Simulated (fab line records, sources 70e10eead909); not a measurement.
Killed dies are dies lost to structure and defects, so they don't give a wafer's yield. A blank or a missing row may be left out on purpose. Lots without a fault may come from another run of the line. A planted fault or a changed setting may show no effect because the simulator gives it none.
One fault seen from 2 desks | flow nand_harc | each desk has only its own numbers; what lay behind them comes last

THE DEFECT DESK
What the inspections along the route counted, lot by lot: means of the sampled wafers that have a number. A lot is out of limits, marked OUT, if its mean lies more than 4 standard deviations from the usual mean; the brackets give that distance.
Columns: A = raw_defect_count at NHARC_A_M1_INSPECT_11, usual 91; B = raw_defect_count at NHARC_THIN_TSV_INSPECT_40, usual 567
lot  | first seen here | A   | B
L230 | day 23 20:37    | 64  | 545
L233 | day 24 01:32    | 166 | 597
L235 | day 25 03:34    | 107 | 591
L234 | day 25 04:39    | 118 | 603
L237 | day 26 00:05    | 158 | 631
L243 | day 29 17:38    | 92  | 589
L246 | day 29 20:17    | 58  | 516
L244 | day 29 21:40    | 79  | 614
L248 | day 31 06:07    | 81  | 496
L251 | day 32 19:01    | 68  | 622
L250 | day 32 22:19    | 45  | 597
L252 | day 33 01:34    | 57  | 599
This desk's finding: nothing out of limits on any of the 12 lots.

THE TOOL OWNER'S DESK: furnace-08
The tool's own readings at NHARC_THIN_TSV_ANNEAL_58 (time 1800 s): means of the sampled wafers that have a number, for each lot that ran on this tool. A lot is out of limits, marked OUT, if its mean lies more than 4 standard deviations from the usual mean; the brackets give that distance.
Columns: A = spike_tc_bottom_C at NHARC_THIN_TSV_ANNEAL_58, usual 422.9 C; B = spike_tc_centre_C at NHARC_THIN_TSV_ANNEAL_58, usual 400.6 C; C = spike_tc_lower_C at NHARC_THIN_TSV_ANNEAL_58, usual 400.7 C; D = spike_tc_top_C at NHARC_THIN_TSV_ANNEAL_58, usual 427.3 C; E = spike_tc_upper_C at NHARC_THIN_TSV_ANNEAL_58, usual 400.2 C
lot  | first seen here | A               | B               | C               | D               | E
L230 | day 25 12:47    | 421.9           | 399.9           | 400.9           | 427.8           | 400.7
L233 | day 25 12:47    | 422.4           | 399.6           | 402.0           | 428.1           | 398.9
L243 | day 30 22:10    | 447.6 (+15) OUT | 425.0 (+15) OUT | 426.9 (+26) OUT | 453.6 (+18) OUT | 426.0 (+26) OUT
L244 | day 31 02:35    | 447.9 (+15) OUT | 425.6 (+16) OUT | 426.2 (+25) OUT | 453.6 (+18) OUT | 426.2 (+26) OUT
L250 | day 34 04:44    | 421.6           | 399.5           | 400.5           | 427.8           | 400.3
L252 | day 34 04:44    | 422.1           | 400.1           | 400.1           | 428.1           | 400.8
This desk's finding: out of limits on L243, L244; first on L243, day 30 22:10 (spike_tc_bottom_C at NHARC_THIN_TSV_ANNEAL_58). In limits: L230, L233, L250, L252.

PUT TOGETHER
The tool owner's desk could have raised an alarm at day 30 22:10, on L243, L244.
The defect desk saw nothing out of limits.
The defect desk has L243, L244 on record, within its limits.
Of the lots named, all ran NHARC_THIN_TSV_ANNEAL_58 on furnace-08.

WHAT THE SIMULATOR HAD PUT IN
Process parameter drift: furnace-08, from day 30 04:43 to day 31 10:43, at NHARC_THIN_TSV_ANNEAL_58. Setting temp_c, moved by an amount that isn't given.
Lots struck among those shown: L243, L244.
Hours from the fault's start to each desk's first reading out of limits: the tool owner's desk, 17.
